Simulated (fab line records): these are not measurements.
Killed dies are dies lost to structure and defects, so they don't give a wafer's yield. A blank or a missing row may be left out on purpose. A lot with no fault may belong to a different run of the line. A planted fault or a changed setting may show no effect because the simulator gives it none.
Split-lot experiment    flow n5-finfet    39 wafers read across 7 lots, on a route 1938 steps long

## SPLIT DETAILS
At N5_MOL_CONTACT_COAG_ETCH_91 (etches SOC in N2/H2, target depth 60 nm, overetch 21 nm, time 101.2 s), the setting source-w was moved away from the recipe's 840 W on 12 of the 39 wafers read, by -13.8% to +16.6%. All remaining wafers had this setting at the recipe value.

The split's own step is where the reading is taken.

## THE READING
rf-vpp-V, in V, at N5_MOL_CONTACT_COAG_ETCH_91 (etches SOC in N2/H2, target depth 60 nm, overetch 21 nm, time 101.2 s). On this fab line, fault-free wafers typically give 523.4 V with a standard deviation of 2.5 V.

wafer   tool, chamber at the split  source-w as run, W  against the recipe  rf-vpp-V, V  against lot-mates on the recipe
L075.1  rie-diel-06, 3              979.6               +16.6%              496.2        -24.1
L075.2  rie-diel-06, 2              979.6               +16.6%              496.1        -24.2
L075.3  rie-diel-06, 1              840                 recipe              520.0        -
L075.4  rie-diel-06, 3              979.6               +16.6%              496.9        -23.4
L075.5  rie-diel-06, 1              840                 recipe              520.8        -
L075.6  rie-diel-06, 2              840                 recipe              520.1        -
L080.1  rie-diel-04, 2              840                 recipe              524.1        -
L080.2  rie-diel-04, 0              840                 recipe              522.4        -
L080.3  rie-diel-04, 1              840                 recipe              528.5        -
L080.4  rie-diel-04, 1              840                 recipe              528.8        -
L080.5  rie-diel-04, 0              840                 recipe              521.3        -
L080.6  rie-diel-04, 2              840                 recipe              522.1        -
L082.1  rie-diel-05, 0              840                 recipe              521.4        -
L082.2  rie-diel-05, 3              840                 recipe              524.9        -
L082.3  rie-diel-05, 1              840                 recipe              521.6        -
L082.4  rie-diel-05, 1              840                 recipe              523.7        -
L082.5  rie-diel-05, 3              840                 recipe              524.7        -
L082.6  rie-diel-05, 0              840                 recipe              523.2        -
L085.1  rie-diel-04, 3              723.8               -13.8%              553.0        +26.7
L085.2  rie-diel-04, 1              840                 recipe              527.8        -
L085.3  rie-diel-04, 2              840                 recipe              525.0        -
L085.4  rie-diel-04, 0              723.8               -13.8%              544.8        +18.5
L085.5  rie-diel-04, 2              723.8               -13.8%              549.9        +23.6
L085.6  rie-diel-04, 3              840                 recipe              526.2        -
L091.1  rie-diel-05, 3              787.7               -6.2%               535.1        +12.7
L091.2  rie-diel-05, 1              840                 recipe              521.7        -
L091.3  rie-diel-05, 0              787.7               -6.2%               533.4        +11.0
L091.4  rie-diel-05, 2              787.7               -6.2%               532.8        +10.4
L091.5  rie-diel-05, 3              840                 recipe              523.2        -
L091.6  rie-diel-05, 2              840                 recipe              522.4        -
L095.1  rie-diel-04, 0              840                 recipe              520.3        -
L095.2  rie-diel-04, 2              902                 +7.4%               512.9        -8.0
L095.3  rie-diel-04, 1              902                 +7.4%               515.3        -5.6
L095.4  rie-diel-04, 2              840                 recipe              523.5        -
L095.5  rie-diel-04, 0              840                 recipe              518.9        -
L095.6  rie-diel-04, 1              902                 +7.4%               514.4        -6.5
L096.4  rie-diel-06, 2              840                 recipe              521.2        -
L096.5  rie-diel-06, 1              840                 recipe              521.7        -
L096.6  rie-diel-06, 2              840                 recipe              522.7        -

THE FIT
A straight line over all 39 wafers: rf-vpp-V changes by -1.68 V for each +1% of source-w; r = -0.97; the points scatter about the line by 2.7 V.
The same after taking each lot's own level away (the mean of its wafers on the recipe; 39 wafers): -1.49 V for each +1%; r = -0.98; scatter 2.3 V.
According to that fit, moving source-w by its largest amount changes the reading by 25 V.
The span of the lots' own levels, 520.30 to 526.33 V, comes to 2.4 times the standard deviation stated above.
Thus the slope moves with the lot-to-lot level: the two fits are different.
Check: with one of the wafers moved furthest among these (+16.6%) left out of the fit, the line predicts -24.1 V for it against its lot-mates. Against them it came out at -24.1 V.
Tool readings at the split's step, against how far the setting was moved: rf-vpp-V r = -0.97.

## ADDITIONAL SPLITS CARRIED BY THESE WAFERS
Other splits were also applied to these wafers ahead of the reading. Each is held against what the fit with the lots' levels taken away leaves over:
other split on the same wafers           wafers away from the commonest value  r with rf-vpp-V (lot level and that fit taken away)
N5_FIN_SAQP_ETCH_52 source-w             12                                    +0.13
N5_SD_EPI_P_ETCH_37 source-w             6                                     -0.07
N5_GATE_CUT_ETCH_56 target-depth-a       6                                     -0.08
N5_MOL_CONTACT_COAG_SPUTTER_130 power-w  12                                    +0.26

## THE WHOLE CHAIN: every reading that the file lists as answering this split, in the file's order
step                         what it does                                                           reading                                                                                    change (the file's fit)                 r (the file's)
N5_MOL_CONTACT_COAG_ETCH_91  etches SOC in N2/H2, target depth 60 nm, overetch 21 nm, time 101.2 s  rf-vpp-V                                                                                   -1.49 V for each +1% of the setting     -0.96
N5_MOL_CONTACT_COAG_ETCH_91  etches SOC in N2/H2, target depth 60 nm, overetch 21 nm, time 101.2 s  SiARC_of_MOL_CONTACT_COAG_COAT_76.thk-nm (the simulator's own value, which no gauge read)  -0.0258 nm for each +1% of the setting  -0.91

## THE FILE'S OWN FIT
rf-vpp-V changes by -1.49 V for each +1% of source-w, r = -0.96.
